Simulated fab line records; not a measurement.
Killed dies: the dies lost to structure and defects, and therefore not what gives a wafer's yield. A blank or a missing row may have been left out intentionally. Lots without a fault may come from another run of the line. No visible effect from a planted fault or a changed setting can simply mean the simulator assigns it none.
fab line records | flow n5_finfet
record: lots: 9 wafers: 27 last_day: 20
route steps=1938 shown WELL_APT@24 PMOS_HMC_CHANNEL_EPI@68 BEOL_M4@1111
lots untouched by any fault: they come from a run of this same line in which no faults occurred
start_h: start of the lot's first displayed wafer, in hours after the record's first day | wait_h: how many hours have passed since the lot's step before this one | " same as the row above | L1.1+2: several wafers, shown together as one row | - value missing, or start not given | * or withheld: withheld | < > ~ a bound
route shown NAME@n: names a module that has steps shown in the file, with the first one's number in the route | usual: mean/standard deviation of fault-free wafers | same: alike in all rows | chamber/n: place in a boat | sites: each site's reading | _std_site: their standard deviation | _edge_site: mean of outer sites minus mean of inner sites | radius_mm: how far each site lies from the wafer's centre | mask NAME#n: copy n | behind: the most recent tool/chamber to have shaped the wafer | hold: why the lot went on hold/how many hours it stayed there/how the hold came to an end | device: the transistor (n, p or np) that didn't switch | end of line: the route-end tests of the same wafers | step lacking rows: just its recipe | killed: the dies lost at the first sort to structure and to defects; this is not the yield of the wafer | map: a wafer's dies, marking killed ones x, the rest . and places with no die _
set.NAME: setting as actually run; set.NAME@STEP: the setting as run at that earlier step | model.NAME: the simulator's own value behind a step, which no gauge read
steps of the route over a sample of lots; a table a step, a row a wafer
services: the hour from which a tool's chamber was out of use, counted from the record's first day as start_h (under 0 if before that day), plus the number of hours and why
== steps ==
step: N5_WELL_APT_EXPOSE_05
recipe: mask_id: NWELL na: 0.8 source_shape: conventional sigma_outer: 0.8 polarization: unpolarized defocus_nm: 0 target_cd_nm: 200 dose_mj: 20.3
same: sigma_outer: 0.8
columns lot.wafer tool chamber start_h wait_h mask
L778.2+3+6 krf_scanner-01 0 19.39 - NWELL#0
L779.1+2+4 krf_scanner-01 0 25.39 - NWELL#0
L780.2+5+6 krf_scanner-01 0 31.63 - NWELL#0
L783.1+3+5 krf_scanner-02 0 49.38 - NWELL#0
L788.2+3+4 krf_scanner-02 0 79.65 - NWELL#0
L789.2+3+4 krf_scanner-02 0 85.96 - NWELL#0
L791.1+2+4 krf_scanner-01 0 97.55 - NWELL#0
L799.2+3+6 krf_scanner-01 0 145.87 - NWELL#0
L800.1+2+5 krf_scanner-01 0 151.76 - NWELL#0
step: N5_WELL_APT_OVL_MEAS_09
recipe: points_per_wafer: 44
usual: NWELL_OVL: 0/4.8
columns lot.wafer tool chamber start_h wait_h NWELL_OVL[nm]
L778.2 overlay-02 0 19.59 0.0 3
L778.3 " 0 " " -6
L778.6 " 0 " " -2
L779.1 overlay-02 0 25.59 0.0 -8
L779.2 " 0 " " 1
L779.4 " 0 " " 2
L780.2 overlay-01 0 31.82 0.0 -1
L780.5 " 0 " " -4
L780.6 " 0 " " 3
L783.1 overlay-01 0 49.59 0.0 4
L783.3 " 0 " " 1
L783.5 " 0 " " 6
L788.2 overlay-02 0 79.85 0.0 71
L788.3 " 0 " " 65
L788.4 " 0 " " 67
L789.2 overlay-01 0 86.16 0.0 70
L789.3 " 0 " " 64
L789.4 " 0 " " 60
L791.1 overlay-02 0 97.76 0.0 1
L791.2 " 0 " " 1
L791.4 " 0 " " 0
L799.2 overlay-02 0 146.06 0.0 -1
L799.3 " 0 " " 4
L799.6 " 0 " " -1
L800.1 overlay-01 0 151.96 0.0 -2
L800.2 " 0 " " 2
L800.5 " 0 " " -1
step: N5_WELL_APT_DESCUM_13
recipe: chemistry: O2 time_s: 7.9 source_power_w: 50 bias_power_w: 20 pressure_mtorr: 20 rf_frequency_hz: 2.712e+07 temp_c: 40 o2_flow_sccm: 225
usual: drypump_motor_current_A: 5.9/0.47 o2_flow_sccm: 225.0/0.67 oes_product_au: 0.79/0.083 rf_vpp_V: 243.6/1.1 showerhead_plenum_p_Torr: 2.12/0.054 throttle_valve_pct: 20.49/0.16
columns lot.wafer tool chamber start_h wait_h drypump_motor_current_A o2_flow_sccm oes_product_au rf_hours_counter_h rf_vpp_V showerhead_plenum_p_Torr throttle_valve_pct
L778.2 rie_diel-04 0 19.65 0.0 6.2 224.1 0.72 197 244.2 2.16 20.47
L778.3 " 2 " " 5.5 224.6 0.77 122 244.1 2.10 20.61
L778.6 " 2 " " 5.5 225.5 0.77 - 245.1 2.10 20.59
L779.1 rie_diel-05 0 26.12 0.5 5.7 226.0 0.90 20 245.0 2.23 20.43
L779.2 " 2 " " 6.1 224.7 0.77 148 243.1 2.19 20.69
L779.4 " 3 " " 6.0 223.6 0.89 38 241.2 2.04 20.52
L780.2 rie_diel-05 1 31.88 0.0 6.6 225.3 0.83 91 243.4 2.11 20.21
L780.5 " 0 " " 5.7 224.4 0.90 - 245.3 2.23 20.46
L780.6 " 1 " " 6.6 226.4 0.84 - 243.3 2.11 20.20
L783.1 rie_diel-05 0 49.64 0.0 5.7 225.2 0.88 30 245.0 2.22 20.45
L783.3 " 1 " " 6.6 225.4 0.82 99 244.2 2.11 20.23
L783.5 " 1 " " 6.6 225.1 0.82 - 243.7 2.11 20.21
L788.2 rie_diel-04 2 79.91 0.0 5.5 224.6 0.74 147 243.5 2.09 20.64
L788.3 " 3 " " 5.5 224.7 0.68 245 244.4 2.14 20.55
L788.4 " 1 " " 6.2 224.8 0.70 223 242.3 2.06 20.54
L789.2 rie_diel-01 3 86.22 0.0 5.2 224.7 0.80 92 243.5 2.11 20.66
L789.3 " 0 " " 6.5 226.0 0.93 18 242.5 2.05 20.27
L789.4 " 2 " " 4.9 225.2 0.72 210 244.0 2.16 20.33
L791.1 rie_diel-04 2 97.81 0.0 5.6 225.1 0.73 151 243.5 2.09 20.65
L791.2 " 1 " " 6.2 224.9 0.70 228 241.4 2.06 20.53
L791.4 " 3 " " 5.5 224.8 0.67 249 243.9 2.14 20.57
L799.2 rie_diel-01 2 146.88 0.8 5.0 225.0 0.69 233 242.6 2.15 20.39
L799.3 " 1 " " 5.6 225.0 0.77 157 242.6 2.10 20.66
L799.6 " 0 " " 6.5 225.1 0.88 - 243.2 2.05 20.30
L800.1 rie_diel-05 1 152.02 0.0 6.6 225.6 0.78 132 243.2 2.10 20.27
L800.2 " 3 " " 6.0 225.0 0.82 80 241.3 2.03 20.60
L800.5 " 3 " " 6.0 224.9 0.82 - 242.0 2.03 20.58
step: N5_WELL_APT_OVL_MEAS_26
recipe: points_per_wafer: 44
usual: PWELL_OVL: -2/5.7
columns lot.wafer tool chamber start_h wait_h PWELL_OVL[nm]
L778.2 overlay-02 0 20.73 0.0 -6
L778.3 " 0 " " -9
L778.6 " 0 " " -14
L779.1 overlay-02 0 27.31 0.0 5
L779.2 " 0 " " 8
L779.4 " 0 " " 12
L780.2 overlay-02 0 33.07 0.0 -9
L780.5 " 0 " " -3
L780.6 " 0 " " -4
L783.1 overlay-02 0 50.83 0.0 4
L783.3 " 0 " " 1
L783.5 " 0 " " 0
L788.2 overlay-01 0 80.97 0.0 -11
L788.3 " 0 " " -5
L788.4 " 0 " " -11
L789.2 overlay-01 0 87.28 0.0 -4
L789.3 " 0 " " -8
L789.4 " 0 " " -1
L791.1 overlay-02 0 99.00 0.0 -5
L791.2 " 0 " " -6
L791.4 " 0 " " -7
L799.2 overlay-01 0 147.94 0.0 4
L799.3 " 0 " " -2
L799.6 " 0 " " -3
L800.1 overlay-02 0 153.26 0.0 4
L800.2 " 0 " " 7
L800.5 " 0 " " 0
step: N5_PMOS_HMC_CHANNEL_EPI_DESCUM_14
recipe: chemistry: O2 time_s: 7.9 source_power_w: 50 bias_power_w: 20 pressure_mtorr: 20 rf_frequency_hz: 2.712e+07 temp_c: 40 resist: CAR-ArF-block o2_flow_sccm: 225
usual: drypump_motor_current_A: 5.7/0.43 o2_flow_sccm: 225.0/0.68 oes_product_au: 0.77/0.083 rf_vpp_V: 242.9/1.4 showerhead_plenum_p_Torr: 2.09/0.077 throttle_valve_pct: 20.52/0.19
columns lot.wafer tool chamber start_h wait_h drypump_motor_current_A o2_flow_sccm oes_product_au rf_hours_counter_h rf_vpp_V showerhead_plenum_p_Torr throttle_valve_pct
L778.2 rie_diel-02 3 23.04 0.0 5.8 226.0 0.84 42 241.7 2.04 20.67
L778.3 " 2 " " 6.0 224.6 0.79 114 245.3 2.21 20.50
L778.6 " 2 " " 6.0 224.7 0.79 - 244.5 2.21 20.50
L779.1 rie_diel-02 1 30.19 0.6 6.3 225.6 0.72 232 243.4 2.15 20.51
L779.2 " 3 " " 5.8 225.7 0.85 44 242.1 2.04 20.66
L779.4 " 2 " " 6.1 224.3 0.78 116 242.8 2.21 20.48
L780.2 rie_diel-06 2 35.33 0.0 6.5 224.9 0.78 128 244.2 2.02 20.23
L780.5 " 3 " " 5.4 225.3 0.73 - 242.2 2.08 20.56
L780.6 " 1 " " 5.6 225.1 0.74 - 243.7 2.18 20.79
L783.1 rie_diel-06 2 53.39 0.0 6.4 224.7 0.77 132 241.9 2.02 20.23
L783.3 " 0 " " 5.2 225.5 0.68 231 242.7 2.07 20.51
L783.5 " 2 " " 6.4 225.5 0.78 - 241.8 2.02 20.23
L788.2 rie_diel-02 2 83.22 0.0 6.0 225.0 0.77 133 245.2 2.20 20.51
L788.3 " 1 " " 6.4 224.8 0.69 249 243.4 2.14 20.54
L788.4 " 3 " " 5.8 224.5 0.82 60 241.4 2.03 20.69
L789.2 rie_diel-03 3 89.86 0.0 5.5 224.1 0.67 244 242.0 1.98 20.61
L789.3 " 0 " " 4.8 226.1 0.90 13 242.6 2.06 20.17
L789.4 " 2 " " 5.3 225.4 0.72 209 241.0 1.99 20.61
L791.1 rie_diel-02 3 101.35 0.1 5.8 225.5 0.82 66 242.1 2.03 20.71
L791.2 " 2 " " 6.0 224.8 0.77 139 244.7 2.20 20.53
L791.4 " 2 " " 6.0 224.6 0.76 - 244.6 2.20 20.53
L799.2 rie_diel-03 3 150.67 0.0 5.5 224.7 0.97 6 244.6 2.24 20.23
L799.3 " 0 " " 4.7 224.6 0.86 33 240.9 2.05 20.21
L799.6 " 1 " " 6.0 223.2 0.72 - 245.3 2.16 20.50
L800.1 rie_diel-02 2 155.93 0.0 6.0 224.9 0.75 155 243.3 2.19 20.56
L800.2 " 0 " " 5.6 225.4 0.95 11 242.7 2.06 20.36
L800.5 " 1 " " 6.3 224.7 0.91 - 243.5 2.14 20.17
step: N5_BEOL_M4_RC_MEAS_101
usual: DIBL_N: 36.6/1.3 DIBL_P: 36.4/1.4 IOFF_N: 0.167/0.023 IOFF_P: 0.219/0.029 ION_N: 678/8.7 ION_P: 464/6.4 SS_N: 71.5/0.53 SS_P: 73.4/0.57 VT_N: 248.5/2.8 VT_P: -249/3.1
columns lot.wafer tool chamber start_h wait_h DIBL_N[mV/V] DIBL_P[mV/V] IOFF_N[nA/um] IOFF_P[nA/um] ION_N[uA/um] ION_P[uA/um] SS_N[mV/dec] SS_P[mV/dec] VT_N[mV] VT_P[mV]
L780.2 prober-02 0 193.25 0.2 35.6 34.5 0.152 0.219 676 470 71.3 73.5 247.8 -246
L780.5 " 0 " " 37.3 36.0 0.181 0.244 685 472 71.9 73.3 246.9 -247
L780.6 " 0 " " 36.9 36.0 0.180 0.244 679 468 71.7 73.9 249.0 -245
L779.1 prober-02 0 196.22 0.0 35.3 33.7 0.136 0.182 658 455 70.3 73.0 255.9 -250
L779.2 " 0 " " 34.1 32.7 0.125 0.170 659 458 70.5 72.9 253.4 -250
L779.4 " 0 " " 34.1 33.6 0.129 0.179 668 458 70.8 72.8 253.7 -251
L778.2 prober-01 0 198.35 0.2 39.7 38.0 0.211 0.267 692 469 72.4 74.2 244.7 -246
L778.3 " 0 " " 37.9 35.7 0.180 0.226 686 469 71.0 73.1 245.5 -248
L778.6 " 0 " " 37.8 35.3 0.174 0.220 674 463 71.6 72.9 247.3 -249
L783.1 prober-02 0 226.52 0.0 39.2 38.2 0.191 0.240 684 465 72.3 73.7 248.0 -246
L783.3 " 0 " " 37.6 36.8 0.175 0.219 681 464 72.0 72.9 247.0 -248
L783.5 " 0 " " 38.4 37.3 0.176 0.224 684 466 72.6 73.1 248.2 -246
L788.2 prober-01 0 254.85 0.2 34.9 36.0 0.157 0.243 675 467 71.3 73.4 252.5 -242
L788.3 " 0 " " 34.1 34.6 0.154 0.216 678 468 71.1 72.9 248.4 -246
L788.4 " 0 " " 34.5 35.8 0.158 0.238 681 472 71.1 73.4 249.7 -247
L789.2 prober-02 0 290.19 0.2 35.6 34.4 0.148 0.192 673 458 70.7 73.2 250.9 -250
L789.3 " 0 " " 36.8 36.1 0.175 0.229 687 468 71.4 73.6 248.2 -248
L789.4 " 0 " " 35.9 35.5 0.152 0.214 671 464 71.7 73.0 248.8 -248
L791.1 prober-01 0 308.51 0.0 34.8 34.5 0.142 0.195 661 454 71.8 73.4 250.3 -251
L791.2 " 0 " " 35.6 36.9 0.159 0.228 675 461 70.3 73.5 249.4 -247
L791.4 " 0 " " 36.5 36.5 0.169 0.222 670 459 71.2 73.4 247.3 -246
L800.1 prober-02 0 351.41 0.0 36.2 37.2 0.160 0.197 679 461 71.8 72.2 248.6 -252
L800.2 " 0 " " 36.1 36.6 0.153 0.182 676 457 71.3 72.6 251.2 -250
L800.5 " 0 " " 35.8 36.3 0.151 0.179 679 460 70.9 72.6 250.6 -252
L799.2 prober-01 0 358.47 0.2 38.3 39.0 0.231 0.281 704 477 71.8 74.7 242.5 -245
L799.3 " 0 " " 37.2 36.4 0.193 0.235 689 468 71.3 74.4 245.3 -249
L799.6 " 0 " " 37.2 36.5 0.188 0.234 690 468 71.6 73.3 245.2 -250
== services ==
columns tool chamber start_h hours kind
rie_diel-01 2 7.11 1.4 repair
krf_scanner-01 - 17.13 1.0 pm
rie_diel-03 0 17.61 9.8 repair
krf_scanner-01 - 19.59 2.1 repair
rie_diel-06 - 23.74 1.3 repair
krf_scanner-01 0 24.12 - calibration
krf_scanner-01 - 25.13 0.2 repair
krf_scanner-02 - 28.71 1.0 pm
rie_diel-06 0 28.99 6.7 repair
rie_diel-01 - 31.91 2.8 pm
krf_scanner-01 - 35.58 1.3 repair
krf_scanner-02 - 52.37 0.8 pm
rie_diel-04 1 61.26 8.9 repair
krf_scanner-02 - 66.00 1.3 pm
krf_scanner-01 - 70.99 0.8 pm
krf_scanner-01 - 81.70 1.3 pm
rie_diel-02 1 86.29 - clean
rie_diel-02 1 86.29 - consumable_replace:focus_ring
rie_diel-02 1 86.29 15.5 scheduled_down
rie_diel-03 1 92.93 14.9 repair
rie_diel-04 - 119.54 2.3 repair
rie_diel-06 2 125.76 11.1 repair
rie_diel-05 - 132.88 14.6 pm
rie_diel-03 1 145.19 1.6 repair
== key ==
first_sign: step: N5_WELL_APT_OVL_MEAS_09 reading: NWELL_OVL direction: up sigmas: 14 usual: 0 struck: 66
effect none on later readings
met_at N5_WELL_APT_EXPOSE_05
struck_lots L788,L789
not_acting_at N5_WELL_APT_DESCUM_13,N5_WELL_APT_OVL_MEAS_26,N5_PMOS_HMC_CHANNEL_EPI_DESCUM_14
onset_between 49.38 79.65
fault: kind: scanner_matching_overlay tool: krf_scanner-02 chamber: - onset_h: 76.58 steps: N5_WELL_APT_EXPOSE_05 offset: 66.933
